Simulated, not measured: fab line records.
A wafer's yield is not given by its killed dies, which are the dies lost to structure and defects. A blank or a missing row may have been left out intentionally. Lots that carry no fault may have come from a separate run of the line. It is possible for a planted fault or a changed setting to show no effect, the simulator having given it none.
Which tool was responsible? || flow n5-finfet || 24 wafers from 8 lots sampled at 7 of the route's 1938 steps

WHAT THE GAUGES SHOWED, per wafer
N5_PMOS_HMC_CHANNEL_EPI_INSPECT_30: inspects for defects (darkfield).
{"lot": "L186", "measured": "day 2 21:37", "on": "defect-inspect-02", "raw-defect-count": "22 14 17"}
{"lot": "L187", "measured": "day 3 03:04", "on": "defect-inspect-02", "raw-defect-count": "15 13 11"}
{"lot": "L188", "measured": "day 3 08:05", "on": "defect-inspect-01", "raw-defect-count": "24 16 22"}
{"lot": "L189", "measured": "day 3 14:36", "on": "defect-inspect-01", "raw-defect-count": "5 21 21"}
{"lot": "L190", "measured": "day 3 20:47", "on": "defect-inspect-02", "raw-defect-count": "21 14 18"}
{"lot": "L195", "measured": "day 5 02:56", "on": "defect-inspect-02", "raw-defect-count": "33 18 18"}
{"lot": "L197", "measured": "day 5 14:32", "on": "defect-inspect-01", "raw-defect-count": "13 19 20"}
{"lot": "L198", "measured": "day 5 20:53", "on": "defect-inspect-01", "raw-defect-count": "21 30 21"}

N5_FIN_SAQP_CD_MEAS_27: target cd 20 nm.
{"lot": "L186", "measured": "day 3 01:12", "on": "cd-sem-01", "cd-nm (nm)": "20.70 19.93 20.41"}
{"lot": "L187", "measured": "day 3 07:29", "on": "cd-sem-02", "cd-nm (nm)": "- - -"}
{"lot": "L188", "measured": "day 3 11:47", "on": "cd-sem-01", "cd-nm (nm)": "- - -"}
{"lot": "L189", "measured": "day 3 17:57", "on": "cd-sem-01", "cd-nm (nm)": "- - -"}
{"lot": "L190", "measured": "day 4 00:55", "on": "cd-sem-01", "cd-nm (nm)": "20.09 20.34 20.28"}
{"lot": "L195", "measured": "day 5 07:49", "on": "cd-sem-03", "cd-nm (nm)": "20.35 20.03 20.34"}
{"lot": "L197", "measured": "day 5 18:03", "on": "cd-sem-01", "cd-nm (nm)": "20.76 20.41 20.50"}
{"lot": "L198", "measured": "day 6 01:16", "on": "cd-sem-02", "cd-nm (nm)": "20.53 20.30 20.59"}

N5_BEOL_M4_RC_MEAS_101.
{"lot": "L186", "measured": "day 9 11:14", "on": "prober-01", "DIBL_N (mV/V)": "35.1 36.8 36.6", "DIBL_P (mV/V)": "35.5 37.4 37.1", "IOFF_N (nA/um)": "0.132 0.159 0.158", "IOFF_P (nA/um)": "0.191 0.221 0.216", "ION_N (uA/um)": "675 679 679", "ION_P (uA/um)": "465 471 464", "SS_N (mV/dec)": "70.5 71.0 71.9", "SS_P (mV/dec)": "72.7 73.3 72.9", "VT_N (mV)": "252.1 246.7 248.5", "VT_P (mV)": "-252.4 -248.8 -251.5"}
{"lot": "L190", "measured": "day 9 14:26", "on": "prober-02", "DIBL_N (mV/V)": "36.2 36.6 36.2", "DIBL_P (mV/V)": "35.7 35.6 35.8", "IOFF_N (nA/um)": "0.148 0.154 0.151", "IOFF_P (nA/um)": "0.186 0.178 0.182", "ION_N (uA/um)": "673 675 677", "ION_P (uA/um)": "457 456 467", "SS_N (mV/dec)": "71.8 71.9 71.1", "SS_P (mV/dec)": "73.9 72.4 73.3", "VT_N (mV)": "250.7 248.6 250.7", "VT_P (mV)": "-252.1 -251.9 -252.5"}
{"lot": "L195", "measured": "day 11 07:20", "on": "prober-01", "DIBL_N (mV/V)": "35.0 35.3 36.3", "DIBL_P (mV/V)": "34.8 35.0 36.4", "IOFF_N (nA/um)": "0.146 0.152 0.173", "IOFF_P (nA/um)": "0.197 0.201 0.220", "ION_N (uA/um)": "674 661 677", "ION_P (uA/um)": "465 454 459", "SS_N (mV/dec)": "71.1 71.4 71.4", "SS_P (mV/dec)": "72.9 73.1 72.9", "VT_N (mV)": "250.0 254.8 247.7", "VT_P (mV)": "-252.0 -248.4 -250.4"}
{"lot": "L197", "measured": "day 11 23:32", "on": "prober-02", "DIBL_N (mV/V)": "35.6 37.0 36.3", "DIBL_P (mV/V)": "35.0 35.2 35.1", "IOFF_N (nA/um)": "0.139 0.150 0.145", "IOFF_P (nA/um)": "0.220 0.224 0.217", "ION_N (uA/um)": "666 671 661", "ION_P (uA/um)": "466 462 462", "SS_N (mV/dec)": "71.5 71.8 71.1", "SS_P (mV/dec)": "72.8 73.1 72.9", "VT_N (mV)": "251.5 250.7 251.4", "VT_P (mV)": "-247.1 -247.0 -247.4"}
{"lot": "L198", "measured": "day 11 15:38", "on": "prober-01", "DIBL_N (mV/V)": "36.5 38.0 36.4", "DIBL_P (mV/V)": "35.7 37.5 35.4", "IOFF_N (nA/um)": "0.142 0.169 0.138", "IOFF_P (nA/um)": "0.199 0.228 0.196", "ION_N (uA/um)": "665 666 658", "ION_P (uA/um)": "454 463 456", "SS_N (mV/dec)": "71.3 71.4 71.1", "SS_P (mV/dec)": "73.1 73.5 73.1", "VT_N (mV)": "250.0 249.7 250.6", "VT_P (mV)": "-250.1 -248.1 -253.0"}

EACH LOT AND THE TOOL THAT RAN IT (in order: tool; ch and the chambers of the sampled wafers; start)
{"lot": "L186", "N5_PMOS_HMC_CHANNEL_EPI_FIN_RECESS_16": "rie-si-06 ch 0,2, day 2 18:17", "N5_FIN_SAQP_DENSIFY_62": "rtp-anneal-01 ch 0, day 2 21:57", "N5_FIN_SAQP_ETCH_52": "rie-diel-02 ch 1,2, day 2 23:16", "N5_FIN_SAQP_HM_OPEN_73": "rie-diel-02 ch 1,2, day 2 23:22"}
{"lot": "L187", "N5_PMOS_HMC_CHANNEL_EPI_FIN_RECESS_16": "rie-si-06 ch 1,2, day 3 00:22", "N5_FIN_SAQP_DENSIFY_62": "rtp-anneal-01 ch 0, day 3 03:23", "N5_FIN_SAQP_ETCH_52": "rie-diel-04 ch 0,1,3, day 3 04:43", "N5_FIN_SAQP_HM_OPEN_73": "rie-diel-04 ch 0,1,3, day 3 04:50"}
{"lot": "L188", "N5_PMOS_HMC_CHANNEL_EPI_FIN_RECESS_16": "rie-si-05 ch 0,1, day 3 05:42", "N5_FIN_SAQP_DENSIFY_62": "rtp-anneal-01 ch 0, day 3 08:25", "N5_FIN_SAQP_ETCH_52": "rie-diel-02 ch 0,1,2, day 3 09:37", "N5_FIN_SAQP_HM_OPEN_73": "rie-diel-02 ch 0,1,2, day 3 09:43"}
{"lot": "L189", "N5_PMOS_HMC_CHANNEL_EPI_FIN_RECESS_16": "rie-si-06 ch 0,1, day 3 11:49", "N5_FIN_SAQP_DENSIFY_62": "rtp-anneal-02 ch 0, day 3 14:55", "N5_FIN_SAQP_ETCH_52": "rie-diel-04 ch 0,1,2, day 3 16:02", "N5_FIN_SAQP_HM_OPEN_73": "rie-diel-04 ch 0,1,2, day 3 16:08"}
{"lot": "L190", "N5_PMOS_HMC_CHANNEL_EPI_FIN_RECESS_16": "rie-si-05 ch 1,2, day 3 17:59", "N5_FIN_SAQP_DENSIFY_62": "rtp-anneal-02 ch 0, day 3 21:35", "N5_FIN_SAQP_ETCH_52": "rie-diel-04 ch 0,1,2, day 3 22:49", "N5_FIN_SAQP_HM_OPEN_73": "rie-diel-04 ch 0,1,2, day 3 22:55"}
{"lot": "L195", "N5_PMOS_HMC_CHANNEL_EPI_FIN_RECESS_16": "rie-si-06 ch 0,3, day 5 00:26", "N5_FIN_SAQP_DENSIFY_62": "rtp-anneal-02 ch 0, day 5 04:31", "N5_FIN_SAQP_ETCH_52": "rie-diel-04 ch 1,3, day 5 05:47", "N5_FIN_SAQP_HM_OPEN_73": "rie-diel-04 ch 1,3, day 5 05:53"}
{"lot": "L197", "N5_PMOS_HMC_CHANNEL_EPI_FIN_RECESS_16": "rie-si-06 ch 1,2, day 5 12:08", "N5_FIN_SAQP_DENSIFY_62": "rtp-anneal-02 ch 0, day 5 14:55", "N5_FIN_SAQP_ETCH_52": "rie-diel-02 ch 0,1, day 5 16:05", "N5_FIN_SAQP_HM_OPEN_73": "rie-diel-02 ch 0,1, day 5 16:11"}
{"lot": "L198", "N5_PMOS_HMC_CHANNEL_EPI_FIN_RECESS_16": "rie-si-01 ch 0,1,3, day 5 18:30", "N5_FIN_SAQP_DENSIFY_62": "rtp-anneal-01 ch 0, day 5 21:52", "N5_FIN_SAQP_ETCH_52": "rie-diel-02 ch 1,3, day 5 23:04", "N5_FIN_SAQP_HM_OPEN_73": "rie-diel-02 ch 1,3, day 5 23:10"}
- N5_PMOS_HMC_CHANNEL_EPI_FIN_RECESS_16: chemistry HBr/Cl2, target Si, target depth 54 nm, time 18 s.
- N5_FIN_SAQP_DENSIFY_62: time 60 s.
- N5_FIN_SAQP_ETCH_52: etches SOC in N2/H2, target depth 100 nm, overetch 20 nm, time 150 s.
- N5_FIN_SAQP_HM_OPEN_73: chemistry CHF3/O2, target SiO2, stops on a-Si, target depth 12 nm, time 16.8 s.

WHAT THE TOOLS THEMSELVES READ (means of the sampled wafers that have a number; where no wafer has one, the mark that the record gives instead)
N5_PMOS_HMC_CHANNEL_EPI_FIN_RECESS_16.
{"lot": "L186", "tool": "rie-si-06", "drypump-motor-current-A (A)": 6.3, "he-backside-leak-sccm (sccm)": 2.49, "oes-product-au (a.u.)": 1.000, "throttle-valve-pct (%)": 35.72}
{"lot": "L187", "tool": "rie-si-06", "drypump-motor-current-A (A)": 5.2, "he-backside-leak-sccm (sccm)": 2.80, "oes-product-au (a.u.)": 1.009, "throttle-valve-pct (%)": 35.17}
{"lot": "L188", "tool": "rie-si-05", "drypump-motor-current-A (A)": 5.6, "he-backside-leak-sccm (sccm)": 2.51, "oes-product-au (a.u.)": 1.008, "throttle-valve-pct (%)": 35.44}
{"lot": "L189", "tool": "rie-si-06", "drypump-motor-current-A (A)": 5.5, "he-backside-leak-sccm (sccm)": 2.64, "oes-product-au (a.u.)": 1.007, "throttle-valve-pct (%)": 35.29}
{"lot": "L190", "tool": "rie-si-05", "drypump-motor-current-A (A)": 5.3, "he-backside-leak-sccm (sccm)": 3.03, "oes-product-au (a.u.)": 1.005, "throttle-valve-pct (%)": 35.66}
{"lot": "L195", "tool": "rie-si-06", "drypump-motor-current-A (A)": 6.4, "he-backside-leak-sccm (sccm)": 2.52, "oes-product-au (a.u.)": 0.999, "throttle-valve-pct (%)": 35.85}
{"lot": "L197", "tool": "rie-si-06", "drypump-motor-current-A (A)": 5.2, "he-backside-leak-sccm (sccm)": 2.62, "oes-product-au (a.u.)": 0.995, "throttle-valve-pct (%)": 35.18}
{"lot": "L198", "tool": "rie-si-01", "drypump-motor-current-A (A)": 6.2, "he-backside-leak-sccm (sccm)": 2.93, "oes-product-au (a.u.)": 0.998, "throttle-valve-pct (%)": 35.65}

N5_FIN_SAQP_DENSIFY_62.
{"lot": "L186", "tool": "rtp-anneal-01", "lamp-power-pct (%)": 9.85, "lamp_zone_6_pct (%)": 9.770, "wafer_temp_C_max": 703.2}
{"lot": "L187", "tool": "rtp-anneal-01", "lamp-power-pct (%)": 9.81, "lamp_zone_6_pct (%)": 9.768, "wafer_temp_C_max": 703.5}
{"lot": "L188", "tool": "rtp-anneal-01", "lamp-power-pct (%)": 9.90, "lamp_zone_6_pct (%)": 9.775, "wafer_temp_C_max": 703.5}
{"lot": "L189", "tool": "rtp-anneal-02", "lamp-power-pct (%)": 9.85, "lamp_zone_6_pct (%)": 9.767, "wafer_temp_C_max": 702.9}
{"lot": "L190", "tool": "rtp-anneal-02", "lamp-power-pct (%)": 9.86, "lamp_zone_6_pct (%)": 9.784, "wafer_temp_C_max": 703.4}
{"lot": "L195", "tool": "rtp-anneal-02", "lamp-power-pct (%)": 9.83, "lamp_zone_6_pct (%)": 9.765, "wafer_temp_C_max": 702.9}
{"lot": "L197", "tool": "rtp-anneal-02", "lamp-power-pct (%)": 9.86, "lamp_zone_6_pct (%)": 9.777, "wafer_temp_C_max": 703.2}
{"lot": "L198", "tool": "rtp-anneal-01", "lamp-power-pct (%)": 9.82, "lamp_zone_6_pct (%)": 9.768, "wafer_temp_C_max": 703.7}

N5_FIN_SAQP_ETCH_52.
{"lot": "L186", "tool": "rie-diel-02", "bias-w (W)": 149.7, "chamber-pressure-mTorr (mTorr)": 29.989, "drypump-motor-current-A (A)": 6.2, "oes-product-au (a.u.)": 0.74, "rf-vpp-V (V)": 525.1, "showerhead-plenum-p-Torr (Torr)": 2.61, "throttle-valve-pct (%)": 17.95}
{"lot": "L187", "tool": "rie-diel-04", "bias-w (W)": "-", "chamber-pressure-mTorr (mTorr)": "-", "drypump-motor-current-A (A)": "-", "oes-product-au (a.u.)": "-", "rf-vpp-V (V)": "-", "showerhead-plenum-p-Torr (Torr)": "-", "throttle-valve-pct (%)": "-"}
{"lot": "L188", "tool": "rie-diel-02", "bias-w (W)": "-", "chamber-pressure-mTorr (mTorr)": "-", "drypump-motor-current-A (A)": "-", "oes-product-au (a.u.)": "-", "rf-vpp-V (V)": "-", "showerhead-plenum-p-Torr (Torr)": "-", "throttle-valve-pct (%)": "-"}
{"lot": "L189", "tool": "rie-diel-04", "bias-w (W)": "-", "chamber-pressure-mTorr (mTorr)": "-", "drypump-motor-current-A (A)": "-", "oes-product-au (a.u.)": "-", "rf-vpp-V (V)": "-", "showerhead-plenum-p-Torr (Torr)": "-", "throttle-valve-pct (%)": "-"}
{"lot": "L190", "tool": "rie-diel-04", "bias-w (W)": 150.4, "chamber-pressure-mTorr (mTorr)": 30.005, "drypump-motor-current-A (A)": 6.1, "oes-product-au (a.u.)": 0.68, "rf-vpp-V (V)": 523.2, "showerhead-plenum-p-Torr (Torr)": 2.50, "throttle-valve-pct (%)": 17.90}
{"lot": "L195", "tool": "rie-diel-04", "bias-w (W)": 150.1, "chamber-pressure-mTorr (mTorr)": 29.993, "drypump-motor-current-A (A)": 6.0, "oes-product-au (a.u.)": 0.67, "rf-vpp-V (V)": 525.5, "showerhead-plenum-p-Torr (Torr)": 2.58, "throttle-valve-pct (%)": 17.93}
{"lot": "L197", "tool": "rie-diel-02", "bias-w (W)": 150.3, "chamber-pressure-mTorr (mTorr)": 30.001, "drypump-motor-current-A (A)": 5.4, "oes-product-au (a.u.)": 0.77, "rf-vpp-V (V)": 523.8, "showerhead-plenum-p-Torr (Torr)": 2.55, "throttle-valve-pct (%)": 17.67}
{"lot": "L198", "tool": "rie-diel-02", "bias-w (W)": 150.1, "chamber-pressure-mTorr (mTorr)": 29.973, "drypump-motor-current-A (A)": 5.4, "oes-product-au (a.u.)": 0.63, "rf-vpp-V (V)": 525.0, "showerhead-plenum-p-Torr (Torr)": 2.60, "throttle-valve-pct (%)": 18.21}

N5_FIN_SAQP_HM_OPEN_73.
{"lot": "L186", "tool": "rie-diel-02", "CHF3_flow_sccm (sccm)": 50.06, "drypump-motor-current-A (A)": 6.2, "oes-product-au (a.u.)": 0.50, "rf-vpp-V (V)": 527, "showerhead-plenum-p-Torr (Torr)": 2.47, "throttle-valve-pct (%)": 18.92}
{"lot": "L187", "tool": "rie-diel-04", "CHF3_flow_sccm (sccm)": 49.97, "drypump-motor-current-A (A)": 6.1, "oes-product-au (a.u.)": 0.29, "rf-vpp-V (V)": 525, "showerhead-plenum-p-Torr (Torr)": 2.44, "throttle-valve-pct (%)": 18.83}
{"lot": "L188", "tool": "rie-diel-02", "CHF3_flow_sccm (sccm)": 50.02, "drypump-motor-current-A (A)": 5.7, "oes-product-au (a.u.)": 0.28, "rf-vpp-V (V)": 525, "showerhead-plenum-p-Torr (Torr)": 2.44, "throttle-valve-pct (%)": 18.81}
{"lot": "L189", "tool": "rie-diel-04", "CHF3_flow_sccm (sccm)": 49.92, "drypump-motor-current-A (A)": 6.1, "oes-product-au (a.u.)": 0.29, "rf-vpp-V (V)": 526, "showerhead-plenum-p-Torr (Torr)": 2.38, "throttle-valve-pct (%)": 18.88}
{"lot": "L190", "tool": "rie-diel-04", "CHF3_flow_sccm (sccm)": 49.95, "drypump-motor-current-A (A)": 6.1, "oes-product-au (a.u.)": 0.46, "rf-vpp-V (V)": 525, "showerhead-plenum-p-Torr (Torr)": 2.37, "throttle-valve-pct (%)": 18.92}
{"lot": "L195", "tool": "rie-diel-04", "CHF3_flow_sccm (sccm)": 49.93, "drypump-motor-current-A (A)": 6.0, "oes-product-au (a.u.)": 0.45, "rf-vpp-V (V)": 526, "showerhead-plenum-p-Torr (Torr)": 2.43, "throttle-valve-pct (%)": 18.91}
{"lot": "L197", "tool": "rie-diel-02", "CHF3_flow_sccm (sccm)": 50.24, "drypump-motor-current-A (A)": 5.3, "oes-product-au (a.u.)": 0.52, "rf-vpp-V (V)": 523, "showerhead-plenum-p-Torr (Torr)": 2.41, "throttle-valve-pct (%)": 18.53}
{"lot": "L198", "tool": "rie-diel-02", "CHF3_flow_sccm (sccm)": 49.89, "drypump-motor-current-A (A)": 5.4, "oes-product-au (a.u.)": 0.43, "rf-vpp-V (V)": 525, "showerhead-plenum-p-Torr (Torr)": 2.46, "throttle-valve-pct (%)": 19.10}

THE ANSWER, worked out from the rows above alone
Rule: usual is defined by the lots themselves. Put in order of their means at a reading, lots are off if they are a third of the lots or fewer, leave a main group of 4 or more, and stand apart from it by a gap of 3 or more times the standard deviation of the main group's means; of several such gaps the widest counts. Not used: any main group whose means are identical at the precision the tables above print for the reading. Also off: a lot with no number at a reading for which 4 or more lots have one. All remaining lots with rows at the step are treated as sound. After the gauges, taken in route order, come the tools' own readings; for these a lot's mean is taken, as printed above. At the first step where some lot is off, the reading lying furthest off is the one used; lots without a number count as furthest.
Off: L187, L188, L189, at N5_FIN_SAQP_CD_MEAS_27 (cd-nm). Without a number there: L187, L188, L189. The main group has a mean of 20.37 nm with a standard deviation of 0.13.
If a tool, at a process step before that reading, ran all the lots that are off and no sound lot after the first of them, it fits. Not tried: the gauges at N5_FIN_SAQP_CD_MEAS_27; whatever is off there is also off at N5_FIN_SAQP_ETCH_52, on other tools, and gauge error can't account for it. None of those tried fits.

WHAT THE SIMULATOR PUT IN
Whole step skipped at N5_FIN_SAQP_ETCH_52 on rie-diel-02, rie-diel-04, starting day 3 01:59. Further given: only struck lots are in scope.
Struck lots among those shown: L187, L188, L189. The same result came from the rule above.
